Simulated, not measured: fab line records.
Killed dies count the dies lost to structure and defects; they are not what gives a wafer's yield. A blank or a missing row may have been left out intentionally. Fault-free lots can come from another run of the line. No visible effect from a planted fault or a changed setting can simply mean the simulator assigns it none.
fab line records	flow nandHarc
record lots=24	wafers=72	lastDay=24
route steps=1159 shown P_M2@334 P_BONDPAD@351 A_ONON_D1@429
lots that met no fault: from a run of the same line without faults
startH: the number of hours between the record's first day and the start of the first shown wafer of the lot	waitH: hours elapsed since this lot's preceding step	" same as the row above	L1.1+2: a row that stands for several wafers	- no value, or no start given	* or withheld: withheld	< > ~ a bound
route shown NAME@n: names a module that has steps shown in the file, with the first one's number in the route	usual: mean/standard deviation of fault-free wafers	same: alike in all rows	chamber/n: place in a boat	sites: readings site by site	_std_site: the standard deviation of these	_edge_site: mean of outer sites minus mean of inner sites	radiusMm: for every site, how far away it sits from the centre of the wafer	mask NAME#n: copy n	behind: tool/chamber where the wafer was last shaped	hold: cause of the lot's hold/its duration in hours/its outcome	device: names the non-switching transistor (n, p or np)	end of line: tests run on the same wafers once the route is complete	a step given without rows: its recipe and nothing more	killed: dies lost to structure and defects at the first sort, not the wafer's yield	map: shows each die of a wafer: x if killed, . if not, _ if none is there
set.NAME: the setting the step ran with; set.NAME@STEP: the setting that earlier step ran with	model.NAME: the simulator's own value behind a step, which no gauge read
steps of the route over a sample of lots; a table a step, a row a wafer
services: the hour from which a tool's chamber was out of use, counted from the record's first day as startH (under 0 if before that day), plus the number of hours and why
## steps
# step NHARC_P_M2_CD_MEAS_16
# usual cdNm=169.6/0.97
lot.wafer	tool	chamber	startH	waitH	cdNm
L074.4	cdSem-01	-	127.31	-	170.1
L074.5	"	-	"	"	168.9
L074.6	"	-	"	"	169.8
L075.1	cdSem-02	-	138.71	-	168.9
L075.5	"	-	"	"	168.5
L075.6	"	-	"	"	169.2
L077.1	cdSem-01	-	148.65	-	169.0
L077.2	"	-	"	"	170.7
L077.4	"	-	"	"	169.9
L076.3	cdSem-03	-	149.37	-	168.2
L076.5	"	-	"	"	168.0
L076.6	"	-	"	"	168.0
L078.4	cdSem-01	-	150.41	-	168.1
L078.5	"	-	"	"	169.0
L078.6	"	-	"	"	170.4
L081.1	cdSem-01	-	156.78	-	169.3
L081.2	"	-	"	"	169.1
L081.4	"	-	"	"	169.3
L079.1	cdSem-03	-	157.13	-	169.6
L079.2	"	-	"	"	169.0
L079.6	"	-	"	"	168.9
L080.3	cdSem-03	-	161.64	-	169.7
L080.5	"	-	"	"	169.0
L080.6	"	-	"	"	170.0
L082.4	cdSem-02	-	174.95	-	170.9
L082.5	"	-	"	"	169.9
L082.6	"	-	"	"	170.8
L083.4	cdSem-03	-	181.75	-	169.7
L083.5	"	-	"	"	168.5
L083.6	"	-	"	"	169.0
L084.1	cdSem-01	-	182.89	-	168.3
L084.2	"	-	"	"	170.2
L084.4	"	-	"	"	169.8
L085.2	cdSem-03	-	190.07	-	168.9
L085.4	"	-	"	"	169.9
L085.6	"	-	"	"	169.9
L088.1	cdSem-03	-	202.56	-	171.2
L088.3	"	-	"	"	169.4
L088.6	"	-	"	"	171.0
L087.1	cdSem-03	-	205.60	-	169.6
L087.5	"	-	"	"	171.6
L087.6	"	-	"	"	170.9
L086.1	cdSem-01	-	206.22	-	169.1
L086.3	"	-	"	"	168.6
L086.6	"	-	"	"	169.0
L089.4	cdSem-02	-	214.41	-	169.1
L089.5	"	-	"	"	169.6
L089.6	"	-	"	"	168.9
L090.1	cdSem-01	-	215.57	-	168.3
L090.4	"	-	"	"	169.5
L090.5	"	-	"	"	168.2
L091.1	cdSem-02	-	222.26	-	170.3
L091.3	"	-	"	"	171.4
L091.4	"	-	"	"	168.7
L092.1	cdSem-02	-	232.33	-	170.8
L092.2	"	-	"	"	169.9
L092.5	"	-	"	"	170.6
L093.1	cdSem-02	-	236.55	-	171.9
L093.3	"	-	"	"	171.0
L093.4	"	-	"	"	171.7
L094.1	cdSem-02	-	248.42	-	168.7
L094.2	"	-	"	"	169.0
L094.4	"	-	"	"	168.1
L095.3	cdSem-01	-	252.95	-	169.2
L095.4	"	-	"	"	169.5
L095.6	"	-	"	"	169.2
L096.1	cdSem-02	-	254.27	-	168.9
L096.2	"	-	"	"	168.6
L096.6	"	-	"	"	169.0
L097.1	cdSem-01	-	266.30	-	169.0
L097.2	"	-	"	"	170.0
L097.4	"	-	"	"	170.7
# step NHARC_P_M2_ETCH_28
# recipe targetDepthA=300	overEtchFrac=0.3	timeS=72.99	ionEnergyEv=150	cf4FlowSccm=50	n2FlowSccm=100	arFlowSccm=150	rfW=300	biasW=100	chemistry=CF4/N2
# usual drypumpMotorCurrentA=5.8/0.39	mfcArSccm=150.1/0.44	oesProductAu=0.999/0.0089	rfVppV=314.2/1.9	showerheadPlenumPTorr=2.63/0.11	throttleValvePct=19.793/0.0086
# same overEtchFrac=0.3
lot.wafer	tool	chamber	startH	waitH	drypumpMotorCurrentA	mfcArSccm	oesProductAu	rfHoursCounterH	rfVppV	showerheadPlenumPTorr	throttleValvePct
L074.4	rieDiel-07	3	-	-	6.2	150.2	0.996	12	312.3	2.52	19.785
L074.5	"	2	"	"	6.2	150.3	1.006	-	316.8	2.72	19.787
L074.6	"	3	"	"	6.2	149.8	1.008	-	311.4	2.52	19.787
L075.1	rieDiel-03	3	-	-	5.9	149.8	0.990	2	316.1	2.74	19.791
L075.5	"	1	"	"	5.1	149.5	0.995	-	315.5	2.70	19.781
L075.6	"	2	"	"	6.1	150.3	1.009	-	312.3	2.55	19.796
L077.4	rieDiel-03	0	-	-	5.7	150.7	1.008	4	311.3	2.49	19.795
L077.1	"	1	"	"	5.1	150.4	0.990	4	315.6	2.70	19.796
L077.2	"	2	"	"	6.1	150.0	1.004	4	311.6	2.55	19.787
L076.3	rieDiel-03	0	-	-	5.7	150.3	1.005	4	309.9	2.49	19.788
L076.5	"	0	"	"	5.7	150.3	1.001	-	312.6	2.49	19.791
L076.6	"	1	"	"	5.1	149.2	0.993	-	315.3	2.70	19.802
L078.4	rieDiel-03	2	-	-	6.1	149.8	1.006	4	315.1	2.55	19.801
L078.5	"	2	"	"	6.1	150.1	1.006	-	312.3	2.55	19.803
L078.6	"	3	"	"	5.9	150.3	0.998	-	315.7	2.74	19.788
L081.1	rieDiel-06	2	-	-	5.5	150.4	1.004	34	316.0	2.69	19.775
L081.4	"	0	"	"	6.4	149.9	0.983	29	313.7	2.61	19.784
L081.2	"	1	"	"	6.0	150.7	1.007	28	311.6	2.45	19.786
L079.2	rieDiel-03	0	-	-	5.7	149.8	0.998	4	312.1	2.49	19.795
L079.1	"	1	"	"	5.0	149.8	0.993	5	316.7	2.70	19.789
L079.6	"	0	"	"	5.7	150.8	1.001	-	311.5	2.49	19.800
L080.3	rieDiel-03	0	-	-	5.7	149.7	0.994	5	310.8	2.49	19.800
L080.5	"	2	"	"	6.1	149.9	0.997	-	313.0	2.55	19.789
L080.6	"	3	"	"	5.9	150.7	0.994	-	315.7	2.74	19.799
L082.4	rieDiel-03	2	-	-	6.1	149.8	1.012	5	312.8	2.54	19.778
L082.5	"	1	"	"	5.1	150.4	0.993	-	315.5	2.70	19.780
L082.6	"	2	"	"	6.1	149.3	1.001	-	312.5	2.55	19.772
L083.4	rieDiel-03	0	-	-	5.7	149.6	1.006	5	311.7	2.49	19.798
L083.5	"	3	"	"	5.9	150.0	0.995	-	316.0	2.74	19.786
L083.6	"	0	"	"	5.7	150.2	1.006	-	313.5	2.49	19.787
L084.1	rieDiel-03	0	-	-	5.7	150.1	0.999	5	311.1	2.49	19.797
L084.4	"	2	"	"	6.1	150.3	1.001	5	312.2	2.54	19.800
L084.2	"	3	"	"	5.9	149.7	0.981	4	314.9	2.74	19.805
L085.4	rieDiel-03	2	-	-	6.1	149.9	1.016	5	312.5	2.55	19.798
L085.2	"	1	"	"	5.1	149.6	1.011	6	314.0	2.70	19.802
L085.6	"	3	"	"	5.9	150.1	0.995	-	316.0	2.74	19.785
L088.1	rieDiel-03	1	-	-	5.0	149.3	0.991	6	316.1	2.70	19.798
L088.3	"	2	"	"	6.1	150.9	1.011	6	313.3	2.55	19.797
L088.6	"	3	"	"	5.9	149.7	0.994	-	316.3	2.74	19.792
L087.1	rieDiel-03	0	-	-	5.7	150.0	1.001	6	311.4	2.49	19.796
L087.5	"	0	"	"	5.7	149.9	1.001	-	313.3	2.49	19.791
L087.6	"	1	"	"	5.1	150.5	0.999	-	313.9	2.70	19.786
L086.3	rieDiel-03	1	-	-	5.0	149.8	0.988	6	316.0	2.70	19.802
L086.1	"	2	"	"	6.1	149.9	0.995	6	312.1	2.54	19.802
L086.6	"	1	"	"	5.0	149.2	0.991	-	315.2	2.70	19.793
L089.4	rieDiel-03	1	-	-	5.1	150.2	1.005	6	315.7	2.70	19.791
L089.5	"	0	"	"	5.7	150.3	1.003	-	312.3	2.49	19.791
L089.6	"	1	"	"	5.1	150.1	0.997	-	314.5	2.70	19.779
L090.1	rieDiel-07	3	-	-	6.2	150.5	0.993	32	312.2	2.51	19.806
L090.4	"	0	"	"	5.6	149.9	1.004	31	316.7	2.70	19.784
L090.5	"	3	"	"	6.2	150.4	0.997	-	311.8	2.51	19.784
L091.1	rieDiel-07	2	-	-	6.2	150.0	0.992	31	317.6	2.72	19.801
L091.3	"	3	"	"	6.2	150.2	0.997	33	312.3	2.51	19.791
L091.4	"	0	"	"	5.6	149.7	1.001	32	313.8	2.70	19.807
L092.2	rieDiel-03	2	-	-	6.1	150.8	1.009	0	312.3	2.54	19.777
L092.1	"	3	"	"	5.9	151.0	1.007	0	315.5	2.74	19.781
L092.5	"	1	"	"	5.0	149.7	0.995	-	315.5	2.70	19.809
L093.4	rieDiel-06	3	-	-	6.0	150.8	0.989	57	315.4	2.75	19.801
L093.1	"	0	"	"	6.5	149.7	0.973	54	314.6	2.59	19.806
L093.3	"	2	"	"	5.5	149.6	0.980	62	316.0	2.68	19.803
L094.1	rieDiel-07	2	-	-	6.2	150.3	0.998	1	314.7	2.72	19.808
L094.4	"	3	"	"	6.2	150.4	1.003	1	311.6	2.51	19.817
L094.2	"	1	"	"	5.9	149.5	1.018	1	318.0	2.76	19.799
L095.3	rieDiel-03	1	-	-	5.1	150.8	0.993	1	314.7	2.70	19.783
L095.4	"	2	"	"	6.1	150.7	1.005	1	312.3	2.54	19.790
L095.6	"	3	"	"	5.9	149.7	0.981	-	316.3	2.74	19.791
L096.2	rieDiel-07	1	-	-	5.9	150.9	1.013	3	316.0	2.76	19.795
L096.1	"	2	"	"	6.2	150.7	1.000	3	316.3	2.72	19.792
L096.6	"	0	"	"	5.7	150.5	1.009	-	316.5	2.69	19.796
L097.4	rieDiel-03	2	-	-	6.2	149.5	1.003	2	312.1	2.54	19.799
L097.1	"	0	"	"	5.7	149.9	1.007	2	312.3	2.48	19.797
L097.2	"	1	"	"	5.0	150.1	0.990	2	315.9	2.70	19.807
# step NHARC_P_M2_PRE_CLEAN_30
# recipe timeS=30	tempC=280	gas=H2/He
# usual heaterPowerW=390/46
lot.wafer	tool	chamber	startH	waitH	heaterPowerW
L074.4	pvdSputter-01	-	-	-	390
L074.5	"	-	"	"	411
L074.6	"	-	"	"	319
L075.1	pvdSputter-01	-	-	-	321
L075.5	"	-	"	"	319
L075.6	"	-	"	"	393
L077.1	pvdSputter-03	-	-	-	413
L077.2	"	-	"	"	362
L077.4	"	-	"	"	366
L076.3	pvdSputter-01	-	-	-	344
L076.6	"	-	"	"	349
L076.5	"	-	"	"	419
L078.4	pvdSputter-02	-	-	-	463
L078.6	"	-	"	"	354
L078.5	"	-	"	"	456
L081.4	pvdSputter-02	-	-	-	457
L081.2	"	-	"	"	480
L081.1	"	-	"	"	367
L079.1	pvdSputter-03	-	-	-	371
L079.2	"	-	"	"	359
L079.6	"	-	"	"	412
L080.3	pvdSputter-03	-	-	-	375
L080.6	"	-	"	"	461
L080.5	"	-	"	"	427
L082.4	pvdSputter-03	-	-	-	377
L082.6	"	-	"	"	415
L082.5	"	-	"	"	376
L083.4	pvdSputter-03	-	-	-	363
L083.6	"	-	"	"	465
L083.5	"	-	"	"	416
L084.2	pvdSputter-03	-	-	-	452
L084.1	"	-	"	"	419
L084.4	"	-	"	"	367
L085.4	pvdSputter-03	-	-	-	418
L085.2	"	-	"	"	365
L085.6	"	-	"	"	367
L088.3	pvdSputter-01	-	-	-	394
L088.1	"	-	"	"	400
L088.6	"	-	"	"	406
L087.1	pvdSputter-03	-	-	-	417
L087.6	"	-	"	"	408
L087.5	"	-	"	"	366
L086.1	pvdSputter-01	-	-	-	400
L086.3	"	-	"	"	320
L086.6	"	-	"	"	392
L089.4	pvdSputter-01	-	-	-	310
L089.6	"	-	"	"	393
L089.5	"	-	"	"	349
L090.1	pvdSputter-03	-	-	-	373
L090.4	"	-	"	"	406
L090.5	"	-	"	"	461
L091.3	pvdSputter-01	-	-	-	395
L091.4	"	-	"	"	394
L091.1	"	-	"	"	343
L092.2	pvdSputter-01	-	-	-	321
L092.1	"	-	"	"	400
L092.5	"	-	"	"	385
L093.3	pvdSputter-01	-	-	-	404
L093.1	"	-	"	"	312
L093.4	"	-	"	"	399
L094.4	pvdSputter-02	-	-	-	380
L094.2	"	-	"	"	484
L094.1	"	-	"	"	424
L095.3	pvdSputter-01	-	-	-	416
L095.4	"	-	"	"	315
L095.6	"	-	"	"	391
L096.1	pvdSputter-01	-	-	-	347
L096.2	"	-	"	"	319
L096.6	"	-	"	"	391
L097.1	pvdSputter-03	-	-	-	418
L097.2	"	-	"	"	355
L097.4	"	-	"	"	357
# step NHARC_P_BONDPAD_DEP_00
# recipe targetThkA=2500	tempC=370	targetThkNm=250	pressureTorr=3	flowSccm=200	rfW=450	material=SiCN
# usual heaterPowerW=583/69
lot.wafer	tool	chamber	startH	waitH	heaterPowerW
L074.5	pecvd-02	1	130.33	-	590
L074.6	"	2	"	"	615
L074.4	"	0	"	"	450
L075.1	pecvd-02	2	141.83	-	583
L075.6	"	1	"	"	584
L075.5	"	2	"	"	590
L077.1	pecvd-04	0	151.56	-	694
L077.2	"	1	"	"	630
L077.4	"	1	"	"	637
L076.3	pecvd-03	1	152.26	-	583
L076.6	"	0	"	"	536
L076.5	"	1	"	"	480
L078.4	pecvd-04	0	153.38	-	671
L078.5	"	1	"	"	660
L078.6	"	2	"	"	471
L081.2	pecvd-03	1	-	-	558
L081.1	"	2	"	"	701
L081.4	"	0	"	"	543
L079.1	pecvd-03	1	160.58	-	557
L079.2	"	0	"	"	622
L079.6	"	0	"	"	613
L080.3	pecvd-03	2	164.55	-	653
L080.6	"	1	"	"	594
L080.5	"	2	"	"	688
L082.4	pecvd-02	2	177.91	-	622
L082.6	"	0	"	"	420
L082.5	"	1	"	"	543
L083.4	pecvd-03	0	-	-	585
L083.5	"	1	"	"	591
L083.6	"	2	"	"	675
L084.1	pecvd-03	1	-	-	541
L084.2	"	0	"	"	611
L084.4	"	0	"	"	630
L085.2	pecvd-03	2	192.91	-	709
L085.6	"	2	"	"	700
L085.4	"	1	"	"	543
L088.1	pecvd-03	1	205.90	-	515
L088.3	"	0	"	"	596
L088.6	"	0	"	"	597
L087.1	pecvd-03	2	208.42	-	635
L087.6	"	0	"	"	580
L087.5	"	1	"	"	528
L086.3	pecvd-03	2	-	-	603
L086.1	"	0	"	"	552
L086.6	"	1	"	"	591
L089.6	pecvd-03	2	217.43	-	693
L089.5	"	0	"	"	596
L089.4	"	1	"	"	572
L090.1	pecvd-02	0	-	-	484
L090.5	"	0	"	"	502
L090.4	"	1	"	"	584
L091.3	pecvd-02	0	225.28	-	470
L091.1	"	1	"	"	481
L091.4	"	0	"	"	471
L092.1	pecvd-04	0	235.36	-	653
L092.2	"	1	"	"	590
L092.5	"	0	"	"	678
L093.1	pecvd-02	1	-	-	480
L093.3	"	0	"	"	476
L093.4	"	2	"	"	569
L094.1	pecvd-04	2	251.36	-	528
L094.2	"	0	"	"	618
L094.4	"	1	"	"	596
L095.3	pecvd-04	0	255.79	-	610
L095.4	"	0	"	"	634
L095.6	"	1	"	"	679
L096.1	pecvd-02	2	257.17	-	600
L096.2	"	0	"	"	432
L096.6	"	2	"	"	619
L097.2	pecvd-03	1	269.15	-	595
L097.1	"	2	"	"	640
L097.4	"	1	"	"	581
# step NHARC_P_BONDPAD_OVL_MEAS_38
# usual overlayXNm=-1/7.6	overlayYNm=0/6.9
lot.wafer	tool	chamber	startH	waitH	overlayXNm	overlayYNm
L074.4	overlay-02	-	131.50	-	-4	3
L074.5	"	-	"	"	-4	3
L074.6	"	-	"	"	-3	3
L075.1	overlay-01	-	143.05	-	15	-14
L075.5	"	-	"	"	15	-14
L075.6	"	-	"	"	15	-15
L077.1	overlay-02	-	152.72	-	-1	-1
L077.2	"	-	"	"	0	-2
L077.4	"	-	"	"	-1	-2
L076.3	overlay-02	-	153.54	-	1	-1
L076.5	"	-	"	"	2	-2
L076.6	"	-	"	"	2	-1
L078.4	overlay-02	-	154.56	-	-4	6
L078.5	"	-	"	"	-5	6
L078.6	"	-	"	"	-5	6
L081.1	overlay-02	-	161.34	-	-3	3
L081.2	"	-	"	"	-2	3
L081.4	"	-	"	"	-2	3
L079.1	overlay-02	-	161.76	-	3	2
L079.2	"	-	"	"	3	2
L079.6	"	-	"	"	3	3
L080.3	overlay-02	-	165.77	-	-15	-4
L080.5	"	-	"	"	-15	-3
L080.6	"	-	"	"	-14	-3
L082.4	overlay-01	-	179.09	-	-1	-4
L082.5	"	-	"	"	-1	-4
L082.6	"	-	"	"	-1	-3
L083.4	overlay-02	-	185.90	-	4	-2
L083.5	"	-	"	"	3	-2
L083.6	"	-	"	"	4	-2
L084.1	overlay-01	-	186.97	-	-4	2
L084.2	"	-	"	"	-3	3
L084.4	"	-	"	"	-4	2
L085.2	overlay-02	-	194.09	-	-3	3
L085.4	"	-	"	"	-4	2
L085.6	"	-	"	"	-4	3
L088.1	overlay-01	-	207.09	-	0	-1
L088.3	"	-	"	"	1	-1
L088.6	"	-	"	"	0	-1
L087.1	overlay-02	-	209.61	-	-16	-5
L087.5	"	-	"	"	-16	-6
L087.6	"	-	"	"	-16	-6
L086.1	overlay-01	-	210.47	-	7	8
L086.3	"	-	"	"	8	8
L086.6	"	-	"	"	8	8
L089.4	overlay-02	-	218.63	-	1	15
L089.5	"	-	"	"	1	15
L089.6	"	-	"	"	1	14
L090.1	overlay-02	-	219.62	-	7	4
L090.4	"	-	"	"	7	4
L090.5	"	-	"	"	7	4
L091.1	overlay-02	-	226.42	-	5	8
L091.3	"	-	"	"	6	8
L091.4	"	-	"	"	5	7
L092.1	overlay-01	-	236.57	-	-8	-6
L092.2	"	-	"	"	-8	-6
L092.5	"	-	"	"	-8	-6
L093.1	overlay-02	-	240.63	-	-5	-2
L093.3	"	-	"	"	-4	-2
L093.4	"	-	"	"	-4	-1
L094.1	overlay-01	-	252.66	-	-10	-3
L094.2	"	-	"	"	-10	-3
L094.4	"	-	"	"	-9	-4
L095.3	overlay-02	-	257.13	-	2	-13
L095.4	"	-	"	"	2	-14
L095.6	"	-	"	"	2	-13
L096.1	overlay-01	-	258.45	-	-4	-12
L096.2	"	-	"	"	-4	-11
L096.6	"	-	"	"	-3	-12
L097.1	overlay-02	-	270.60	-	17	9
L097.2	"	-	"	"	16	8
L097.4	"	-	"	"	17	8
# step NHARC_A_ONON_D1_THK_MEAS_08
# recipe thkMeasGauge=ellipsometry
# usual thkNm=1003/9.9
lot.wafer	tool	chamber	startH	waitH	thkNm
L074.4	filmMetro-01	-	158.39	-	1007
L074.5	"	-	"	"	1007
L074.6	"	-	"	"	1007
L075.1	filmMetro-01	-	178.41	-	999
L075.5	"	-	"	"	997
L075.6	"	-	"	"	996
L076.3	filmMetro-02	-	178.44	-	1006
L076.5	"	-	"	"	1006
L076.6	"	-	"	"	1006
L077.1	filmMetro-01	-	178.54	-	990
L077.2	"	-	"	"	991
L077.4	"	-	"	"	991
L078.4	filmMetro-02	-	178.76	-	1014
L078.5	"	-	"	"	1014
L078.6	"	-	"	"	1015
L079.1	filmMetro-01	-	193.21	-	993
L079.2	"	-	"	"	994
L079.6	"	-	"	"	992
L080.3	filmMetro-02	-	193.21	-	1001
L080.5	"	-	"	"	1004
L080.6	"	-	"	"	1002
L081.1	filmMetro-02	-	193.23	-	987
L081.2	"	-	"	"	987
L081.4	"	-	"	"	987
L082.4	filmMetro-02	-	208.79	-	1016
L082.5	"	-	"	"	1016
L082.6	"	-	"	"	1016
L084.1	filmMetro-01	-	216.08	-	992
L084.2	"	-	"	"	994
L084.4	"	-	"	"	993
L083.4	filmMetro-02	-	216.11	-	997
L083.5	"	-	"	"	996
L083.6	"	-	"	"	996
L085.2	filmMetro-01	-	228.10	-	1000
L085.4	"	-	"	"	1003
L085.6	"	-	"	"	1002
L087.1	filmMetro-02	-	234.57	-	997
L087.5	"	-	"	"	999
L087.6	"	-	"	"	998
L088.1	filmMetro-01	-	234.59	-	1014
L088.3	"	-	"	"	1014
L088.6	"	-	"	"	1013
L086.1	filmMetro-01	-	239.88	-	1003
L086.3	"	-	"	"	1004
L086.6	"	-	"	"	1005
L090.1	filmMetro-02	-	246.51	-	990
L090.4	"	-	"	"	991
L090.5	"	-	"	"	991
L089.4	filmMetro-02	-	246.54	-	1002
L089.5	"	-	"	"	1000
L089.6	"	-	"	"	999
L091.1	filmMetro-01	-	255.99	-	1013
L091.3	"	-	"	"	1012
L091.4	"	-	"	"	1014
L092.1	filmMetro-02	-	264.46	-	1011
L092.2	"	-	"	"	1011
L092.5	"	-	"	"	1011
L093.1	filmMetro-02	-	268.61	-	998
L093.3	"	-	"	"	998
L093.4	"	-	"	"	998
L096.1	filmMetro-01	-	282.91	-	999
L096.2	"	-	"	"	1000
L096.6	"	-	"	"	1000
L095.3	filmMetro-02	-	282.91	-	1008
L095.4	"	-	"	"	1008
L095.6	"	-	"	"	1008
L094.1	filmMetro-01	-	282.92	-	1028
L094.2	"	-	"	"	1029
L094.4	"	-	"	"	1029
L097.1	filmMetro-02	-	306.20	-	1017
L097.2	"	-	"	"	1017
L097.4	"	-	"	"	1015
## services
tool	chamber	startH	hours	kind
pecvd-03	-	111.16	13.0	pm
pecvd-04	2	120.73	1.9	repair
rieDiel-03	0	120.80	-	clean
rieDiel-03	1	120.80	-	clean
rieDiel-03	2	120.80	-	clean
rieDiel-03	3	120.80	-	clean
rieDiel-06	1	134.09	5.1	repair
rieDiel-07	2	137.40	8.3	repair
rieDiel-03	0	145.30	-	clean
rieDiel-03	1	145.30	-	clean
rieDiel-03	2	145.30	-	clean
rieDiel-03	3	145.30	-	clean
pecvd-02	-	153.22	13.0	pm
pvdSputter-01	-	158.10	10.0	pm
rieDiel-03	0	169.80	-	clean
pecvd-04	-	196.58	13.0	pm
rieDiel-03	-	196.60	0.2	repair
pvdSputter-02	-	214.01	10.0	pm
rieDiel-03	-	215.30	9.0	pm
rieDiel-07	1	223.61	3.3	repair
rieDiel-07	-	228.20	9.0	pm
pecvd-04	2	240.71	8.4	repair
rieDiel-06	-	241.43	9.0	pm
pecvd-03	0	264.62	6.3	repair
## key
fault none
